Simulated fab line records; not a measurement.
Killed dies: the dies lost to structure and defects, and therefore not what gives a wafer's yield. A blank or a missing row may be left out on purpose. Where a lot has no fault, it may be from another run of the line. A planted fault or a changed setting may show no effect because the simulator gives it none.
Chamber matching | flow n5Finfet | 4 sister chambers for N5_BEOL_M0_STRIP_140 on rieDiel-01
The step strips in CF4. 22 wafers are shown with their chamber, then 11 later ones without.

== WAFERS PAIRED WITH THEIR CHAMBERS ==
wafer  | chamber | drypumpMotorCurrentA (A) | showerheadPlenumPTorr (Torr) | oesProductAu (a.u.)
L076.1 | 3       | 5.3                      | 1.92                         | 0.91
L076.2 | 2       | 5.9                      | 1.83                         | 0.71
L076.3 | 1       | 6.0                      | 1.76                         | 0.69
L076.4 | 0       | 6.0                      | 1.91                         | 0.86
L076.5 | 2       | 5.9                      | 1.83                         | 0.71
L076.6 | 1       | 6.1                      | 1.76                         | 0.70
L077.1 | 3       | 5.3                      | 1.92                         | 0.90
L077.2 | 0       | 6.0                      | 1.91                         | 0.87
L077.3 | 1       | 6.1                      | 1.76                         | 0.70
L080.4 | 2       | 5.9                      | 1.83                         | 0.70
L080.5 | 0       | 6.0                      | 1.91                         | 0.86
L080.6 | 3       | 5.3                      | 1.92                         | 0.89
L081.1 | 3       | 5.3                      | 1.92                         | 0.89
L081.2 | 1       | 6.0                      | 1.75                         | 0.68
L081.3 | 0       | 6.0                      | 1.91                         | 0.86
L081.4 | 2       | 5.9                      | 1.83                         | 0.70
L081.5 | 2       | 5.9                      | 1.83                         | 0.70
L081.6 | 1       | 6.0                      | 1.75                         | 0.69
L084.2 | 3       | 5.3                      | 1.92                         | 0.86
L084.3 | 2       | 5.9                      | 1.83                         | 0.70
L084.6 | 3       | 5.3                      | 1.91                         | 0.87
L086.2 | 2       | 5.9                      | 1.82                         | 0.70

SIGNATURES (means of the wafers above)
reading               | chamber 0 | chamber 1 | chamber 2 | chamber 3 | scatter within a chamber
drypumpMotorCurrentA  | 6.000     | 6.040     | 5.900     | 5.300     | 0.0258
showerheadPlenumPTorr | 1.9100    | 1.7560    | 1.8286    | 1.9183    | 0.00401
oesProductAu          | 0.8625    | 0.6920    | 0.7029    | 0.8867    | 0.0111
Rule: a wafer's distance from a chamber is the root of the sum, over the readings, of the square of ((its reading less the chamber's mean) divided by the reading's scatter). If the next closest chamber is less than 2 further off than the closest, the wafer can't be placed; otherwise it belongs to the closest. The scatter: take each reading less its chamber's mean, square it, sum over the shown wafers, divide by the number of wafers less the number of chambers, and take the root.

== WAFERS WITH NO CHAMBER GIVEN ==
wafer  | drypumpMotorCurrentA (A) | showerheadPlenumPTorr (Torr) | oesProductAu (a.u.)
L086.3 | 6.1                      | 1.75                         | 0.98
L086.6 | 5.3                      | 1.91                         | 0.85
L089.1 | 6.0                      | 1.75                         | 0.94
L089.2 | 5.9                      | 1.82                         | 0.69
L089.3 | 5.3                      | 1.91                         | 0.85
L089.4 | 6.0                      | 1.90                         | 0.84
L089.5 | 5.9                      | 1.82                         | 0.69
L089.6 | 5.3                      | 1.91                         | 0.85
L093.2 | 6.1                      | 1.75                         | 0.91
L093.5 | 5.3                      | 1.91                         | 0.83
L093.6 | 6.0                      | 1.90                         | 0.83

== CHAMBER TAKEN BY EACH ==
wafer  | from the rows above | in truth
L086.3 | 1                   | 1
L086.6 | 3                   | 3
L089.1 | 1                   | 1
L089.2 | 2                   | 2
L089.3 | 3                   | 3
L089.4 | 0                   | 0
L089.5 | 2                   | 2
L089.6 | 3                   | 3
L093.2 | 1                   | 1
L093.5 | 3                   | 3
L093.6 | 0                   | 0
Correct placement for 11 of the 11. From these rows, 0 cannot be placed. Number placed wrongly: 0.
